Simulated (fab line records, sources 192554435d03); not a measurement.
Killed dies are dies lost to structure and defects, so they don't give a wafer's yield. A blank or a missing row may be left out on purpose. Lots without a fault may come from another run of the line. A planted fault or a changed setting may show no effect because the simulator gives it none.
Chamber matching | flow n5_finfet | N5_BEOL_M8_ALD_77 on ald_metal-04: 4 sister chambers
The step deposits TaN, target thk 2 nm, pulse time 2 s, purge time 3 s. 18 wafers are shown with their chamber, then 9 later ones without.

WAFERS WITH THEIR CHAMBER
wafer  | chamber | heater_power_w (W)
L076.2 | 0       | 409
L076.3 | 3       | 361
L076.6 | 1       | 400
L077.1 | 0       | 411
L077.2 | 1       | 397
L077.4 | 0       | 410
L086.1 | 3       | 361
L086.2 | 2       | 405
L086.5 | 1       | 398
L087.2 | 1       | 391
L087.4 | 2       | 419
L087.6 | 0       | 403
L088.1 | 0       | 422
L088.5 | 1       | 391
L088.6 | 0       | 413
L090.1 | 0       | 417
L090.2 | 2       | 419
L090.6 | 2       | 411

SIGNATURES (means of the wafers above)
reading        | chamber 0 | chamber 1 | chamber 2 | chamber 3 | scatter within a chamber
heater_power_w | 412.14    | 395.40    | 413.50    | 361.00    | 5.54
Rule: a wafer's distance from a chamber is the root of the sum, over the readings, of the square of ((its reading less the chamber's mean) divided by the reading's scatter). The wafer belongs to the nearest chamber; if the next one is less than 2 further off, it can't be placed. The scatter: the root of (the sum of the squares of (reading less its chamber's mean) over the shown wafers, divided by (wafers less chambers)).

WAFERS WITHOUT THEIR CHAMBER
wafer  | heater_power_w (W)
L093.1 | 422
L093.3 | 414
L093.4 | 381
L094.1 | 401
L094.3 | 411
L094.6 | 361
L096.1 | 412
L096.4 | 375
L096.5 | 394

WHICH CHAMBER EACH WENT THROUGH
wafer  | from the rows above          | in truth
L093.1 | can't be placed: 2 or 0      | 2
L093.3 | can't be placed: 2 or 0      | 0
L093.4 | can't be placed: 1 or 3      | 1
L094.1 | can't be placed: 1 or 0 or 2 | 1
L094.3 | can't be placed: 0 or 2      | 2
L094.6 | 3                            | 3
L096.1 | can't be placed: 0 or 2      | 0
L096.4 | can't be placed: 3 or 1      | 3
L096.5 | 1                            | 1
Placed correctly: 2 of 9. Can't be placed from these rows: 7 (the true chamber is among the candidates in 7). Placed wrongly: 0.
